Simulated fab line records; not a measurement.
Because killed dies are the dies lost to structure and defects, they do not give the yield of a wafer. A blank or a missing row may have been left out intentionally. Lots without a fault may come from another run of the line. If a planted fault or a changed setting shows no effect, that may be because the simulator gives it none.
fab line records + flow n5_finfet
record
- lots=14
- wafers=42
- last_day=18
route steps=1938 shown BEOL_M13@1700 BEOL_M14@1724
lots untouched by any fault: they come from a run of this same line in which no faults occurred
start_h: the number of hours between the record's first day and the start of the first shown wafer of the lot + wait_h: hours from the lot's prior step to this one + " the same as in the row above + L1.1+2: one row covering several wafers at once + - no value, or no start given + * or withheld: withheld + < > ~ a bound
route shown NAME@n: a module of which the file shows steps, and the number in the route of the first + usual: average and standard deviation across the fault-free wafers + same: alike in all rows + chamber/n: place in a boat + sites: each site's reading + _std_site: how widely they spread, as a standard deviation + _edge_site: inner sites' mean taken away from outer sites' mean + radius_mm: how far each site lies from the wafer's centre + mask NAME#n: copy n + behind: tool/chamber where the wafer was last shaped + hold: cause of the lot's hold/its duration in hours/its outcome + device: the n, p or np transistor that did not switch + end of line: the same wafers' tests at the end of the route + a step with no rows: only its recipe + killed: dies that structure and defects cost at the first sort, which is not the same as the wafer's yield + map: per-die view of a wafer (x killed, . not killed, _ where there is no die)
set.NAME: the setting that was run; set.NAME@STEP: the one run at that earlier step + model.NAME: the simulator's own value behind a step, which no gauge read
steps of the route over a sample of lots; a table a step, a row a wafer
services: the hour from which a tool's chamber was out of use, counted from the record's first day as start_h (under 0 if before that day), plus the number of hours and why
## steps
# step N5_BEOL_M13_ETCH_38
# recipe
- chemistry=CF4/N2
- target=SiCN
- target_depth_a=675
- taper_deg=2
- time_s=71.9
- ion_energy_ev=150
- mask_material=SiO2
- pressure_mtorr=40
- source_w=430
- bias_w=70
- Ar_flow_sccm=100
- cf4_flow_sccm=60
- n2_flow_sccm=60
# usual
- drypump_motor_current_A=5.9/0.41
- oes_product_au=0.77/0.081
- rf_vpp_V=383.0/2.1
- showerhead_plenum_p_Torr=2.24/0.081
- throttle_valve_pct=15.43/0.22
| lot.wafer | tool        | chamber | start_h | wait_h | drypump_motor_current_A | oes_product_au | rf_hours_counter_h | rf_vpp_V | showerhead_plenum_p_Torr | throttle_valve_pct |
|-----------|-------------|---------|---------|--------|-------------------------|----------------|--------------------|----------|--------------------------|--------------------|
| L647.3    | rie_diel-06 | 3       | 239.70  | -      | 6.3                     | 0.77           | 106                | 382.3    | 2.24                     | 15.49              |
| L647.4    | "           | 2       | "       | "      | 6.4                     | 0.70           | -                  | 382.1    | 2.18                     | 15.42              |
| L647.5    | "           | 1       | "       | "      | 5.9                     | 0.83           | -                  | 381.9    | 2.25                     | 15.41              |
| L648.2    | rie_diel-01 | 3       | 248.30  | -      | 5.7                     | 0.70           | 217                | 384.9    | 2.27                     | 15.48              |
| L648.5    | "           | 1       | "       | "      | 6.3                     | 0.77           | -                  | 384.8    | 2.29                     | 15.11              |
| L648.6    | "           | 0       | "       | "      | 5.4                     | 0.80           | -                  | 385.5    | 2.33                     | 15.54              |
| L649.1    | rie_diel-05 | 1       | 257.11  | -      | 6.1                     | 0.68           | 245                | 378.1    | 2.09                     | 15.33              |
| L649.4    | "           | 2       | "       | "      | 5.6                     | 0.95           | 6                  | 383.1    | 2.24                     | 15.16              |
| L649.6    | "           | 1       | "       | "      | 6.1                     | 0.69           | -                  | 379.2    | 2.09                     | 15.32              |
| L653.3    | rie_diel-01 | 2       | 276.80  | -      | 6.4                     | 0.72           | 203                | 379.3    | 2.10                     | 15.41              |
| L653.4    | "           | 1       | "       | "      | 6.3                     | 0.77           | 182                | 385.7    | 2.28                     | 15.15              |
| L653.5    | "           | 1       | "       | "      | 6.3                     | 0.78           | -                  | 385.0    | 2.28                     | 15.15              |
| L652.3    | rie_diel-05 | 3       | 280.81  | -      | 5.8                     | 0.70           | 217                | 383.0    | 2.29                     | 15.73              |
| L652.4    | "           | 0       | "       | "      | 5.5                     | 0.72           | -                  | 380.4    | 2.11                     | 15.70              |
| L652.6    | "           | 3       | "       | "      | 5.8                     | 0.69           | -                  | 383.4    | 2.29                     | 15.71              |
| L650.3    | rie_diel-01 | 3       | 282.52  | -      | 5.7                     | 0.70           | 228                | 382.9    | 2.27                     | 15.49              |
| L650.5    | "           | 2       | "       | "      | 6.4                     | 0.70           | -                  | 380.4    | 2.10                     | 15.39              |
| L650.6    | "           | 1       | "       | "      | 6.3                     | 0.76           | -                  | 384.3    | 2.28                     | 15.15              |
| L656.2    | rie_diel-01 | 3       | 284.49  | -      | 5.7                     | 0.69           | 229                | 383.2    | 2.27                     | 15.50              |
| L656.5    | "           | 0       | "       | "      | 5.5                     | 0.79           | -                  | 385.0    | 2.32                     | 15.56              |
| L656.6    | "           | 1       | "       | "      | 6.3                     | 0.76           | -                  | 384.0    | 2.28                     | 15.16              |
| L655.2    | rie_diel-01 | 3       | 284.59  | -      | 5.7                     | 0.70           | 229                | 383.8    | 2.27                     | 15.47              |
| L655.3    | "           | 1       | "       | "      | 6.3                     | 0.77           | 184                | 383.7    | 2.28                     | 15.15              |
| L655.6    | "           | 0       | "       | "      | 5.5                     | 0.79           | -                  | 385.2    | 2.32                     | 15.57              |
| L657.1    | rie_diel-01 | 2       | 311.93  | -      | 6.4                     | 0.70           | 213                | 379.4    | 2.10                     | 15.43              |
| L657.3    | "           | 3       | "       | "      | 5.7                     | 0.69           | 237                | 385.0    | 2.27                     | 15.50              |
| L657.4    | "           | 1       | "       | "      | 6.3                     | 0.76           | 192                | 383.2    | 2.28                     | 15.15              |
| L658.1    | rie_diel-06 | 2       | 319.18  | -      | 6.3                     | 0.68           | 235                | 383.1    | 2.17                     | 15.45              |
| L658.4    | "           | 1       | "       | "      | 5.8                     | 0.80           | -                  | 383.4    | 2.24                     | 15.47              |
| L658.6    | "           | 0       | "       | "      | 4.9                     | 0.90           | -                  | 385.3    | 2.34                     | 15.55              |
| L660.1    | rie_diel-01 | 3       | 338.11  | -      | 5.7                     | 0.69           | 246                | 385.7    | 2.26                     | 15.51              |
| L660.4    | "           | 1       | "       | "      | 6.3                     | 0.75           | 201                | 384.0    | 2.28                     | 15.18              |
| L660.5    | "           | 0       | "       | "      | 5.4                     | 0.78           | -                  | 384.7    | 2.32                     | 15.61              |
| L666.1    | rie_diel-01 | 1       | 367.09  | -      | 6.3                     | 0.74           | 212                | 383.7    | 2.27                     | 15.20              |
| L666.3    | "           | 0       | "       | "      | 5.5                     | 0.77           | 128                | 384.6    | 2.31                     | 15.63              |
| L666.6    | "           | 2       | "       | "      | 6.3                     | 0.69           | -                  | 379.3    | 2.09                     | 15.45              |
| L668.1    | rie_diel-05 | 0       | 378.83  | -      | 5.5                     | 0.69           | 204                | 379.3    | 2.10                     | 15.77              |
| L668.3    | "           | 2       | "       | "      | 5.6                     | 0.86           | 47                 | 382.7    | 2.23                     | 15.25              |
| L668.4    | "           | 0       | "       | "      | 5.5                     | 0.69           | -                  | 379.7    | 2.10                     | 15.76              |
| L670.1    | rie_diel-05 | 2       | 394.23  | -      | 5.6                     | 0.86           | 53                 | 382.7    | 2.23                     | 15.26              |
| L670.3    | "           | 3       | "       | "      | 5.8                     | 0.96           | 2                  | 383.6    | 2.27                     | 15.28              |
| L670.5    | "           | 0       | "       | "      | 5.5                     | 0.69           | -                  | 380.6    | 2.10                     | 15.78              |
# step N5_BEOL_M13_PRE_CLEAN_42
# recipe
- gas=H2/He
- time_s=30
- temp_c=250
# usual
- heater_power_w=331/25
| lot.wafer | tool           | chamber | start_h | wait_h | heater_power_w |
|-----------|----------------|---------|---------|--------|----------------|
| L647.3    | pvd_sputter-02 | -       | 240.75  | 0.0    | 344            |
| L647.4    | "              | -       | "       | "      | 343            |
| L647.5    | "              | -       | "       | "      | 333            |
| L648.2    | pvd_sputter-01 | -       | 248.74  | 0.0    | 283            |
| L648.5    | "              | -       | "       | "      | 331            |
| L648.6    | "              | -       | "       | "      | 282            |
| L649.1    | pvd_sputter-01 | -       | 257.50  | 0.0    | 343            |
| L649.4    | "              | -       | "       | "      | 288            |
| L649.6    | "              | -       | "       | "      | 362            |
| L653.3    | pvd_sputter-02 | -       | 277.52  | 0.0    | 347            |
| L653.4    | "              | -       | "       | "      | 309            |
| L653.5    | "              | -       | "       | "      | 345            |
| L652.3    | pvd_sputter-02 | -       | 281.72  | 0.0    | 332            |
| L652.4    | "              | -       | "       | "      | 301            |
| L652.6    | "              | -       | "       | "      | 346            |
| L650.3    | pvd_sputter-01 | -       | 283.95  | 0.0    | 343            |
| L650.5    | "              | -       | "       | "      | 295            |
| L650.6    | "              | -       | "       | "      | 328            |
| L656.2    | pvd_sputter-01 | -       | 284.87  | 0.0    | 287            |
| L656.5    | "              | -       | "       | "      | 290            |
| L656.6    | "              | -       | "       | "      | 361            |
| L655.2    | pvd_sputter-02 | -       | 285.34  | 0.0    | 351            |
| L655.3    | "              | -       | "       | "      | 354            |
| L655.6    | "              | -       | "       | "      | 341            |
| L657.1    | pvd_sputter-03 | -       | 313.42  | 0.0    | 360            |
| L657.3    | "              | -       | "       | "      | 354            |
| L657.4    | "              | -       | "       | "      | 324            |
| L658.1    | pvd_sputter-03 | -       | 319.77  | 0.0    | 365            |
| L658.4    | "              | -       | "       | "      | 312            |
| L658.6    | "              | -       | "       | "      | 326            |
| L660.1    | pvd_sputter-02 | -       | 338.66  | 0.0    | 331            |
| L660.4    | "              | -       | "       | "      | 361            |
| L660.5    | "              | -       | "       | "      | 350            |
| L666.1    | pvd_sputter-03 | -       | 367.50  | 0.0    | 354            |
| L666.3    | "              | -       | "       | "      | 326            |
| L666.6    | "              | -       | "       | "      | 363            |
| L668.1    | pvd_sputter-03 | -       | 379.39  | 0.0    | 320            |
| L668.3    | "              | -       | "       | "      | 361            |
| L668.4    | "              | -       | "       | "      | 315            |
| L670.1    | pvd_sputter-01 | -       | 394.68  | 0.0    | 291            |
| L670.3    | "              | -       | "       | "      | 283            |
| L670.5    | "              | -       | "       | "      | 369            |
# step N5_BEOL_M14_DEVELOP_09
# recipe
- develop_time_s=45
- rinse_liquid=diw
- dry=air_spin
- dev_temp_c=21
# usual
- chill_plate_temp_C=22.99/0.1
- develop_time_s=45/0
| lot.wafer | tool           | chamber | start_h | wait_h | chill_plate_temp_C | develop_time_s |
|-----------|----------------|---------|---------|--------|--------------------|----------------|
| L647.3    | litho_track-02 | 0       | 242.40  | -      | 22.96              | 45             |
| L647.4    | "              | 0       | "       | "      | 22.84              | 45             |
| L647.5    | "              | 0       | "       | "      | 22.87              | 45             |
| L648.2    | litho_track-05 | 0       | 250.68  | -      | 22.92              | 45             |
| L648.5    | "              | 0       | "       | "      | 22.88              | 45             |
| L648.6    | "              | 0       | "       | "      | 23.08              | 45             |
| L649.1    | litho_track-05 | 0       | 259.19  | -      | 23.09              | 45             |
| L649.4    | "              | 0       | "       | "      | 23.07              | 45             |
| L649.6    | "              | 0       | "       | "      | 23.04              | 45             |
| L653.3    | litho_track-02 | 0       | 279.40  | -      | 22.83              | 45             |
| L653.4    | "              | 0       | "       | "      | 23.02              | 45             |
| L653.5    | "              | 0       | "       | "      | 22.91              | 45             |
| L652.3    | litho_track-05 | 0       | 283.37  | -      | 23.07              | 45             |
| L652.4    | "              | 0       | "       | "      | 22.89              | 45             |
| L652.6    | "              | 0       | "       | "      | 23.05              | 45             |
| L650.3    | litho_track-05 | 0       | 285.76  | -      | 23.10              | 45             |
| L650.5    | "              | 0       | "       | "      | 23.06              | 45             |
| L650.6    | "              | 0       | "       | "      | 22.90              | 45             |
| L656.2    | litho_track-05 | 0       | 286.65  | -      | 22.80              | 45             |
| L656.5    | "              | 0       | "       | "      | 22.93              | 45             |
| L656.6    | "              | 0       | "       | "      | 23.09              | 45             |
| L655.2    | litho_track-02 | 0       | 287.02  | -      | 22.97              | 45             |
| L655.3    | "              | 0       | "       | "      | 23.05              | 45             |
| L655.6    | "              | 0       | "       | "      | 22.84              | 45             |
| L657.1    | litho_track-05 | 0       | 315.16  | -      | 23.09              | 45             |
| L657.3    | "              | 0       | "       | "      | 23.10              | 45             |
| L657.4    | "              | 0       | "       | "      | 22.93              | 45             |
| L658.1    | litho_track-02 | 0       | 321.76  | -      | 22.92              | 45             |
| L658.4    | "              | 0       | "       | "      | 22.94              | 45             |
| L658.6    | "              | 0       | "       | "      | 22.95              | 45             |
| L660.1    | litho_track-02 | 0       | 340.57  | -      | 23.07              | 45             |
| L660.4    | "              | 0       | "       | "      | 22.98              | 45             |
| L660.5    | "              | 0       | "       | "      | 22.97              | 45             |
| L666.1    | litho_track-05 | -       | 369.43  | -      | -                  | -              |
| L666.3    | "              | -       | "       | "      | -                  | -              |
| L666.6    | "              | -       | "       | "      | -                  | -              |
| L668.1    | litho_track-02 | -       | 381.36  | -      | -                  | -              |
| L668.3    | "              | -       | "       | "      | -                  | -              |
| L668.4    | "              | -       | "       | "      | -                  | -              |
| L670.1    | litho_track-03 | 0       | 396.41  | -      | 22.95              | 45             |
| L670.3    | "              | 0       | "       | "      | 23.10              | 45             |
| L670.5    | "              | 0       | "       | "      | 23.03              | 45             |
# step N5_BEOL_M14_VIA_ETCH_16
# recipe
- chemistry=C4F8/O2/Ar
- target=SiO2
- he_inner_torr=15
- he_outer_torr=30
- target_depth_a=12313
- time_s=withheld
- ion_energy_ev=800
- pressure_mtorr=20
- source_w=1905
- bias_w=2040
- Ar_flow_sccm=400
- C4F8_flow_sccm=16
- O2_flow_sccm=12
- ends=cleared
# usual
- drypump_motor_current_A=5.8/0.48
- he_inner_torr=14.996/0.03
- oes_product_au=0.74/0.083
- rf_vpp_V=2239/45
- showerhead_plenum_p_Torr=3.48/0.12
- throttle_valve_pct=30.77/0.26
| lot.wafer | tool        | chamber | start_h | wait_h | drypump_motor_current_A | he_inner_torr | oes_product_au | rf_vpp_V | showerhead_plenum_p_Torr | throttle_valve_pct |
|-----------|-------------|---------|---------|--------|-------------------------|---------------|----------------|----------|--------------------------|--------------------|
| L647.3    | rie_diel-04 | 0       | 242.68  | 0.0    | 6.7                     | 15.015        | 0.79           | 2304     | 3.64                     | 30.92              |
| L647.4    | "           | 3       | "       | "      | 6.4                     | 15.012        | 0.76           | 2282     | 3.51                     | 31.15              |
| L647.5    | "           | 0       | "       | "      | 6.7                     | 15.002        | 0.80           | 2306     | 3.64                     | 30.92              |
| L648.2    | rie_diel-02 | 1       | 250.97  | 0.0    | 6.3                     | 14.987        | 0.62           | 2294     | 3.55                     | 30.97              |
| L648.5    | "           | 0       | "       | "      | 5.3                     | 15.007        | 0.63           | 2231     | 3.24                     | 30.49              |
| L648.6    | "           | 1       | "       | "      | 6.2                     | 14.975        | 0.63           | 2292     | 3.55                     | 30.95              |
| L649.1    | rie_diel-02 | 1       | 259.53  | 0.0    | 6.2                     | 14.984        | 0.63           | 2292     | 3.54                     | 30.94              |
| L649.4    | "           | 0       | "       | "      | 5.3                     | 14.973        | 0.62           | 2231     | 3.24                     | 30.50              |
| L649.6    | "           | 1       | "       | "      | 6.2                     | 15.006        | 0.62           | 2295     | 3.54                     | 30.96              |
| L653.3    | rie_diel-03 | 2       | 279.80  | 0.0    | 5.4                     | 14.977        | 0.68           | 2266     | 3.44                     | 30.69              |
| L653.4    | "           | 0       | "       | "      | 5.6                     | 15.012        | 0.64           | 2240     | 3.38                     | 30.69              |
| L653.5    | "           | 2       | "       | "      | 5.5                     | 14.953        | 0.68           | 2265     | 3.44                     | 30.67              |
| L652.3    | rie_diel-02 | 2       | 284.03  | 0.0    | 5.2                     | 15.001        | 0.90           | 2220     | 3.53                     | 31.04              |
| L652.4    | "           | 3       | "       | "      | 5.7                     | 15.009        | 0.64           | 2238     | 3.43                     | 31.04              |
| L652.6    | "           | 0       | "       | "      | 5.3                     | 15.017        | 0.62           | 2231     | 3.23                     | 30.51              |
| L650.3    | rie_diel-04 | 2       | 286.29  | 0.0    | 5.6                     | 14.998        | 0.85           | 2264     | 3.63                     | 30.55              |
| L650.5    | "           | 2       | "       | "      | 5.6                     | 14.995        | 0.84           | 2265     | 3.63                     | 30.55              |
| L650.6    | "           | 1       | "       | "      | 6.3                     | 14.927        | 0.82           | 2164     | 3.36                     | 30.56              |
| L656.2    | rie_diel-02 | 0       | 286.93  | 0.0    | 5.3                     | 15.020        | 0.61           | 2230     | 3.23                     | 30.53              |
| L656.5    | "           | 2       | "       | "      | 5.2                     | 14.997        | 0.88           | 2222     | 3.52                     | 31.05              |
| L656.6    | "           | 3       | "       | "      | 5.6                     | 15.034        | 0.64           | 2239     | 3.43                     | 31.04              |
| L655.2    | rie_diel-03 | 2       | 287.37  | 0.0    | 5.4                     | 14.990        | 0.68           | 2266     | 3.43                     | 30.66              |
| L655.3    | "           | 0       | "       | "      | 5.6                     | 14.987        | 0.64           | 2240     | 3.38                     | 30.70              |
| L655.6    | "           | 0       | "       | "      | 5.6                     | 14.963        | 0.64           | 2239     | 3.38                     | 30.71              |
| L657.1    | rie_diel-04 | 2       | 315.44  | 0.0    | 5.6                     | 14.995        | 0.81           | 2265     | 3.62                     | 30.54              |
| L657.3    | "           | 1       | "       | "      | 6.3                     | 15.015        | 0.81           | 2164     | 3.35                     | 30.54              |
| L657.4    | "           | 0       | "       | "      | 6.7                     | 14.945        | 0.76           | 2304     | 3.63                     | 30.96              |
| L658.1    | rie_diel-02 | 1       | 322.05  | 0.0    | 6.2                     | 15.004        | 0.82           | 2292     | 3.53                     | 30.72              |
| L658.4    | "           | 3       | "       | "      | 5.6                     | 14.979        | 0.63           | 2239     | 3.42                     | 31.06              |
| L658.6    | "           | 2       | "       | "      | 5.2                     | 15.006        | 0.84           | 2222     | 3.52                     | 31.04              |
| L660.1    | rie_diel-04 | 0       | 340.86  | 0.0    | 6.7                     | 14.977        | 0.75           | 2303     | 3.62                     | 30.96              |
| L660.4    | "           | 1       | "       | "      | 6.3                     | 14.985        | 0.79           | 2165     | 3.35                     | 30.56              |
| L660.5    | "           | 2       | "       | "      | 5.6                     | 15.027        | 0.80           | 2263     | 3.62                     | 30.56              |
| L666.1    | rie_diel-02 | 2       | 369.72  | 0.0    | 5.2                     | 14.955        | 0.34           | 2221     | 3.51                     | 30.37              |
| L666.3    | "           | 0       | "       | "      | 5.3                     | 15.051        | 0.34           | 2267     | 3.62                     | 29.53              |
| L666.6    | "           | 0       | "       | "      | 5.3                     | 14.995        | 0.34           | 2267     | 3.61                     | 29.51              |
| L668.1    | rie_diel-04 | 1       | 381.64  | 0.0    | 6.3                     | 15.025        | 0.32           | 2165     | 3.34                     | 29.84              |
| L668.3    | "           | 3       | "       | "      | 6.5                     | 15.034        | 0.30           | 2279     | 3.49                     | 30.49              |
| L668.4    | "           | 2       | "       | "      | 5.6                     | 14.986        | 0.34           | 2264     | 3.61                     | 29.89              |
| L670.1    | rie_diel-03 | 0       | 396.70  | 0.0    | 5.7                     | 14.987        | 0.85           | 2238     | 3.36                     | 30.30              |
| L670.3    | "           | 1       | "       | "      | 5.3                     | 14.895        | 0.68           | 2221     | 3.41                     | 30.50              |
| L670.5    | "           | 1       | "       | "      | 5.3                     | 14.956        | 0.67           | 2220     | 3.41                     | 30.48              |
## services
| tool           | chamber | start_h | hours | kind                          |
|----------------|---------|---------|-------|-------------------------------|
| rie_diel-03    | -       | 219.02  | 2.8   | pm                            |
| pvd_sputter-01 | -       | 231.67  | 2.2   | repair                        |
| pvd_sputter-01 | -       | 236.50  | 2.7   | repair                        |
| rie_diel-01    | -       | 243.61  | 0.2   | repair                        |
| rie_diel-03    | 0       | 259.75  | 6.6   | repair                        |
| rie_diel-02    | 0       | 261.10  | 2.4   | repair                        |
| rie_diel-06    | 0       | 271.64  | 2.8   | repair                        |
| rie_diel-05    | 2       | 296.80  | 2.9   | repair                        |
| rie_diel-03    | 0       | 310.73  | 1.4   | repair                        |
| rie_diel-06    | 3       | 316.56  | 4.0   | repair                        |
| rie_diel-03    | 2       | 316.71  | 5.3   | repair                        |
| rie_diel-06    | -       | 325.45  | 14.6  | pm                            |
| rie_diel-01    | -       | 336.07  | 0.2   | repair                        |
| pvd_sputter-01 | -       | 339.12  | 1.2   | repair                        |
| rie_diel-04    | 3       | 341.69  | 14.3  | repair                        |
| rie_diel-02    | -       | 344.12  | 2.0   | repair                        |
| rie_diel-04    | 1       | 345.68  | 5.8   | repair                        |
| rie_diel-04    | -       | 346.66  | 14.6  | pm                            |
| rie_diel-01    | 0       | 347.03  | 9.4   | repair                        |
| rie_diel-01    | 3       | 356.46  | -     | clean                         |
| rie_diel-01    | 3       | 356.46  | -     | consumable_replace:focus_ring |
| rie_diel-01    | 3       | 356.46  | 21.5  | scheduled_down                |
| rie_diel-02    | 0       | 362.01  | 4.7   | repair                        |
| rie_diel-05    | 1       | 366.67  | 2.3   | repair                        |
## key
first_sign
- step=N5_BEOL_M14_DEVELOP_09
- reading=tool_record
- direction=missing
effect none on later readings
met_at N5_BEOL_M14_DEVELOP_09
struck_lots L666,L668
later_rows_left_out L666.1,L666.3,L666.6,L668.1,L668.3,L668.4
sort_left_out L666.1,L666.3,L666.6,L668.1,L668.3,L668.4
not_acting_at N5_BEOL_M13_ETCH_38,N5_BEOL_M13_PRE_CLEAN_42,N5_BEOL_M14_VIA_ETCH_16
onset_between 340.57 369.43
fault
- kind=skipped_step_whole
- tool=litho_track-02,litho_track-05
- chamber=-
- onset_h=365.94
- steps=N5_BEOL_M14_DEVELOP_09
- scope=struck_lots_only
# sort_left_out: the simulated sort isn't trusted on such a fault, so these wafers' sort isn't shown, and their yield isn't known
# later_rows_left_out: the simulator's readings of these wafers behind a module that went badly wrong aren't trusted and aren't shown, but for the sort
